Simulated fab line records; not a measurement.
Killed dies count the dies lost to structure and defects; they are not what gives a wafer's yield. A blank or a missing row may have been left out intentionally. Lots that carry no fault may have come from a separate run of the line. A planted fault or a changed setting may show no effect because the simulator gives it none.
One fault seen from 3 desks | flow nand_harc | each desk has only its own numbers; what lay behind them comes last

AT THE METROLOGY DESK
What the gauges read for every lot (on any tool): the sampled wafers with a number, averaged. The brackets show how far a lot's mean lies from the usual mean; more than 4 standard deviations puts the lot out of limits, marked OUT.
Columns: A = cd_nm at NHARC_P_M2_CD_MEAS_16, usual 169.8 nm
lot  | first seen here | A
L218 | day 6 11:35     | 170.1
L219 | day 7 07:17     | 170.4
L222 | day 8 00:32     | 169.9
L225 | day 9 08:24     | 170.4
L228 | day 10 22:41    | 169.6
L234 | day 13 08:29    | 169.8
L236 | day 13 22:07    | 169.6
L238 | day 15 04:39    | 169.8
L239 | day 15 14:03    | 170.3
L240 | day 15 18:15    | 170.2
L241 | day 16 01:08    | 169.9
This desk found nothing out of limits on any of the 11 lots.

DESK OF THE TOOL OWNER: pecvd-03
The tool's own readings at NHARC_P_M2_DEP_00 (deposits SiOC, target thk 182.5 nm): means of the sampled wafers that have a number, for each lot that ran on this tool. The brackets show how far a lot's mean lies from the usual mean; more than 4 standard deviations puts the lot out of limits, marked OUT.
Columns: A = chamber_pressure_Torr at NHARC_P_M2_DEP_00, usual 5.000 Torr
lot  | first seen here | A
L218 | day 6 10:16     | 4.992
L222 | day 7 23:20     | 4.993
L228 | day 10 21:24    | 4.998
L234 | day 13 07:10    | 5.014
L236 | day 13 20:45    | 4.996
This desk found nothing out of limits on any of the 5 lots.

THE DEFECT DESK
Per lot, the means of the sampled wafers with a number show what the inspections along the route counted. The brackets show how far a lot's mean lies from the usual mean; more than 4 standard deviations puts the lot out of limits, marked OUT.
Columns: A = raw_defect_count at NHARC_P_M2_INSPECT_11, usual 4.7
lot  | first seen here | A
L218 | day 6 11:11     | 2.7
L219 | day 7 06:55     | 4.3
L222 | day 8 00:10     | 1.3
L225 | day 9 08:02     | 3.0
L228 | day 10 22:19    | 11.0
L234 | day 13 08:05    | 90.0 (+32) OUT
L236 | day 13 21:42    | 98.0 (+35) OUT
L238 | day 15 04:17    | 4.0
L239 | day 15 13:41    | 3.7
L240 | day 15 17:53    | 5.3
L241 | day 16 00:46    | 2.7
This desk finds L234, L236 out of limits, L234 being first, at day 13 08:05 (raw_defect_count at NHARC_P_M2_INSPECT_11). L218, L219, L222, L225, L228, L238, L239, L240, L241 stayed within limits.

BROUGHT TOGETHER
The defect desk could have raised an alarm at day 13 08:05, on L234, L236.
Metrology desk: nothing out of limits seen.
Nothing out of limits was seen by the tool owner's desk.
The metrology desk has L234, L236 on record, within its limits.
On record at the tool owner's desk: L234, L236, within its limits.
NHARC_P_M2_DEP_00 was run on pecvd-03 by each of the lots named.

WHAT WAS PUT IN BY THE SIMULATOR
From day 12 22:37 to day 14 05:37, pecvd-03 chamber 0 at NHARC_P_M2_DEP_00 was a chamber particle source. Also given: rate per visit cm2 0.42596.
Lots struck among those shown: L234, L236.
Hours from the fault's start to each desk's first reading out of limits: the defect desk, 9.
